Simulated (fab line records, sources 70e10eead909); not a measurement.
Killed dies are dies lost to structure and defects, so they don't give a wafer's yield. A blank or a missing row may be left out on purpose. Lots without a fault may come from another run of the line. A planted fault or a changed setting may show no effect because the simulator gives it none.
Which tool did it? | flow nand_harc | 12 lots, 36 wafers sampled, at 6 steps of a route of 1302

WHAT THE GAUGES READ, wafer by wafer
NHARC_P_GATE_INSPECT_68. Usual: raw_defect_count 226, standard deviation 96.
lot  | measured     | on                | raw_defect_count | flag
L979 | day 5 20:04  | defect_inspect-02 | 238 189 277      |
L982 | day 7 00:05  | defect_inspect-02 | 184 177 146      |
L983 | day 7 17:01  | defect_inspect-01 | 194 164 200      |
L986 | day 8 13:30  | defect_inspect-01 | 293 162 153      |
L987 | day 9 03:49  | defect_inspect-02 | 166 325 315      |
L988 | day 9 17:55  | defect_inspect-01 | 127 119 135      |
L990 | day 10 05:53 | defect_inspect-02 | 417 170 343      |
L991 | day 10 17:14 | defect_inspect-01 | 184 195 270      |
L995 | day 12 08:23 | defect_inspect-01 | 158 164 195      |
L100 | day 14 17:38 | defect_inspect-01 | 690 814 826      | OFF
L101 | day 15 02:16 | defect_inspect-02 | 570 571 733      | OFF
L102 | day 15 05:47 | defect_inspect-01 | 259 61 193       |

NHARC_END_SORT_01. Usual: killed_at_array 54, standard deviation 21; killed_at_other 1.0, standard deviation 1.2; killed_at_periphery 3.6, standard deviation 2.6; killed_dies 58, standard deviation 20; killed_open 3.3, standard deviation 1.9; killed_short 2.6, standard deviation 1.5.
lot  | measured     | on        | killed_at_array | killed_at_other | killed_at_periphery | killed_dies | killed_open | killed_short | flag
L100 | day 33 02:50 | prober-01 | 52 56 53        | 0 1 4           | 75 42 77            | 127 99 134  | 5 3 2       | 1 1 1        | OFF
L101 | day 33 21:02 | prober-01 | 38 23 42        | 1 1 1           | 59 39 75            | 98 63 118   | 4 1 6       | 7 3 3        | OFF

WHICH TOOL RAN EACH LOT (tool, then ch and the chambers of the sampled wafers, then the start)
lot  | NHARC_P_GATE_PRECLEAN_73            | NHARC_P_GATE_DESCUM_93             | NHARC_P_GATE_RTA_82              | NHARC_P_CONTACT_DEP_30
L979 | wet_bench-05 ch 1,2,3, day 5 02:52  | rie_diel-02 ch 0,1,3, day 5 17:11  | rtp_anneal-02 ch 0, day 5 19:57  | pecvd-04 ch 0,1,2, day 5 20:14
L982 | wet_bench-03 ch 1,6,7, day 6 06:47  | rie_diel-02 ch 1,2,3, day 6 21:13  | rtp_anneal-02 ch 0, day 6 23:56  | pecvd-01 ch 0,1, day 7 00:13
L983 | wet_bench-05 ch 4,5,6, day 6 23:18  | rie_diel-04 ch 0,2,3, day 7 14:00  | rtp_anneal-01 ch 0, day 7 16:53  | pecvd-03 ch 0,1,2, day 7 17:05
L986 | wet_bench-05 ch 3,4,7, day 7 20:16  | rie_diel-09 ch 0,1,2, day 8 10:36  | rtp_anneal-01 ch 0, day 8 13:18  | pecvd-01 ch 0,1,2, day 8 13:37
L987 | wet_bench-02 ch 0,1,2, day 8 10:09  | rie_diel-04 ch 1,2, day 9 00:49    | rtp_anneal-01 ch 0, day 9 03:40  | pecvd-01 ch 0,1, day 9 04:00
L988 | wet_bench-03 ch 4,5,6, day 9 00:26  | rie_diel-09 ch 0,1,3, day 9 15:00  | rtp_anneal-01 ch 0, day 9 17:46  | pecvd-04 ch 0,1, day 9 17:59
L990 | wet_bench-03 ch 0,1,2, day 9 11:56  | rie_diel-09 ch 0,1, day 10 02:22   | rtp_anneal-01 ch 0, day 10 05:43 | pecvd-01 ch 0,1, day 10 05:58
L991 | wet_bench-02 ch 0,1,5, day 9 23:47  | rie_diel-09 ch 0,1,2, day 10 14:20 | rtp_anneal-02 ch 0, day 10 17:02 | pecvd-04 ch 0,2, day 10 17:19
L995 | wet_bench-05 ch 2,3,7, day 11 15:04 | rie_diel-02 ch 1,3, day 12 05:28   | rtp_anneal-02 ch 0, day 12 08:14 | pecvd-01 ch 0,1,2, day 12 08:31
L100 | wet_bench-02 ch 1,2,6, day 14 00:17 | rie_diel-04 ch 0,2, day 14 14:43   | rtp_anneal-01 ch 0, day 14 17:26 | pecvd-03 ch 0,1, day 14 17:48
L101 | wet_bench-02 ch 0,3,5, day 14 08:22 | rie_diel-09 ch 0,1, day 14 23:07   | rtp_anneal-02 ch 0, day 15 02:06 | pecvd-04 ch 1,2, day 15 02:25
L102 | wet_bench-03 ch 2,3,4, day 14 12:26 | rie_diel-09 ch 0,1,3, day 15 02:53 | rtp_anneal-01 ch 0, day 15 05:37 | pecvd-04 ch 1,2, day 15 05:51
- NHARC_P_GATE_PRECLEAN_73: cleans in SC1.
- NHARC_P_GATE_DESCUM_93: chemistry O2, time 3 s.
- NHARC_P_GATE_RTA_82: time 30 s.
- NHARC_P_CONTACT_DEP_30: deposits SiNx, target thk 30 nm.

WHAT THE TOOLS THEMSELVES READ (means of the sampled wafers that have a number; where no wafer has one, the mark that the record gives instead)
NHARC_P_GATE_DESCUM_93. Usual: drypump_motor_current_A 5.6 A, standard deviation 0.45; oes_product_au 0.994 a.u., standard deviation 0.0097; rf_vpp_V 57.8 V, standard deviation 0.88; showerhead_plenum_p_Torr 1.92 Torr, standard deviation 0.076; throttle_valve_pct 11.310 %, standard deviation 0.0094.
lot  | tool        | drypump_motor_current_A (A) | oes_product_au (a.u.) | rf_vpp_V (V) | showerhead_plenum_p_Torr (Torr) | throttle_valve_pct (%) | flag
L979 | rie_diel-02 | 5.7                         | 0.986                 | 58.4         | 1.98                            | 11.303                 |
L982 | rie_diel-02 | 5.7                         | 0.988                 | 57.3         | 1.95                            | 11.315                 |
L983 | rie_diel-04 | 5.6                         | 0.993                 | 57.1         | 1.89                            | 11.308                 |
L986 | rie_diel-09 | 5.4                         | 0.984                 | 57.5         | 1.92                            | 11.308                 |
L987 | rie_diel-04 | 6.0                         | 0.989                 | 57.0         | 1.84                            | 11.304                 |
L988 | rie_diel-09 | 5.5                         | 0.995                 | 57.9         | 1.90                            | 11.309                 |
L990 | rie_diel-09 | 5.8                         | 0.982                 | 57.4         | 1.91                            | 11.310                 |
L991 | rie_diel-09 | 5.5                         | 0.993                 | 57.7         | 1.92                            | 11.299                 |
L995 | rie_diel-02 | 6.0                         | 1.001                 | 58.2         | 1.93                            | 11.307                 |
L100 | rie_diel-04 | 5.8                         | 1.006                 | 58.1         | 1.88                            | 11.305                 |
L101 | rie_diel-09 | 5.8                         | 0.982                 | 58.7         | 1.96                            | 11.322                 |
L102 | rie_diel-09 | 5.5                         | 1.000                 | 58.1         | 1.90                            | 11.319                 |

NHARC_P_GATE_RTA_82. Usual: anneal_temp_c_max 452.0, standard deviation 0.51; lamp_power_pct 3.8 %, standard deviation 0.37; wafer_temp_C_max 451.7, standard deviation 0.44.
lot  | tool          | anneal_temp_c_max | lamp_power_pct (%) | wafer_temp_C_max | flag
L979 | rtp_anneal-02 | 452.1             | 4.2                | 451.1            |
L982 | rtp_anneal-02 | 452.5             | 4.2                | 452.2            |
L983 | rtp_anneal-01 | 451.7             | 3.4                | 452.1            |
L986 | rtp_anneal-01 | 451.9             | 3.4                | 452.0            |
L987 | rtp_anneal-01 | 451.7             | 3.4                | 451.7            |
L988 | rtp_anneal-01 | 451.5             | 3.4                | 451.6            |
L990 | rtp_anneal-01 | 451.8             | 3.4                | 452.0            |
L991 | rtp_anneal-02 | 452.4             | 4.2                | 451.5            |
L995 | rtp_anneal-02 | 452.6             | 4.2                | 451.4            |
L100 | rtp_anneal-01 | 451.7             | 3.4                | 452.2            |
L101 | rtp_anneal-02 | 452.3             | 4.2                | 451.7            |
L102 | rtp_anneal-01 | 451.6             | 3.4                | 451.9            |

NHARC_P_CONTACT_DEP_30. Usual: heater_power_w 701 W, standard deviation 78.
lot  | tool     | heater_power_w (W) | flag
L979 | pecvd-04 | 667                |
L982 | pecvd-01 | 623                |
L983 | pecvd-03 | 722                |
L986 | pecvd-01 | 723                |
L987 | pecvd-01 | 730                |
L988 | pecvd-04 | 699                |
L990 | pecvd-01 | 641                |
L991 | pecvd-04 | 672                |
L995 | pecvd-01 | 670                |
L100 | pecvd-03 | 656                |
L101 | pecvd-04 | 707                |
L102 | pecvd-04 | 793                |

THE ANSWER, worked out from the rows above alone
Rule: a lot is off if the mean of its wafers that have a number lies more than 3 standard deviations from the usual mean. A lot without any number at a reading at which 4 lots or more have one is off too. The other lots that the step has rows for count as sound. The gauges are gone through in route order, then the tools' own readings, and for those a lot's mean is taken as printed above. The first step at which some lot is off is used, and at that step the reading that is off furthest; a lot without a number counts as furthest.
Off: L100, L101, at NHARC_P_GATE_INSPECT_68 (raw_defect_count).
A tool fits if, at a process step before that reading, it ran every lot that is off, and no sound lot after the first of them. The gauges at NHARC_P_GATE_INSPECT_68 aren't tried: what is off there is off at NHARC_END_SORT_01 too, on other tools, and a gauge's error can't cause that. One fits: wet_bench-02 at NHARC_P_GATE_PRECLEAN_73. Its last sound lot is L991 (day 9 23:47), its first lot that is off L100 (day 14 00:17): a fault that began between those two fits.

WHAT THE SIMULATOR HAD PUT IN
Chamber particle source: wet_bench-02, from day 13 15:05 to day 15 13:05, at NHARC_P_GATE_PRECLEAN_73. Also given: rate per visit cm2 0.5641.
Lots struck among those shown: L100, L101. The rule above found the same.
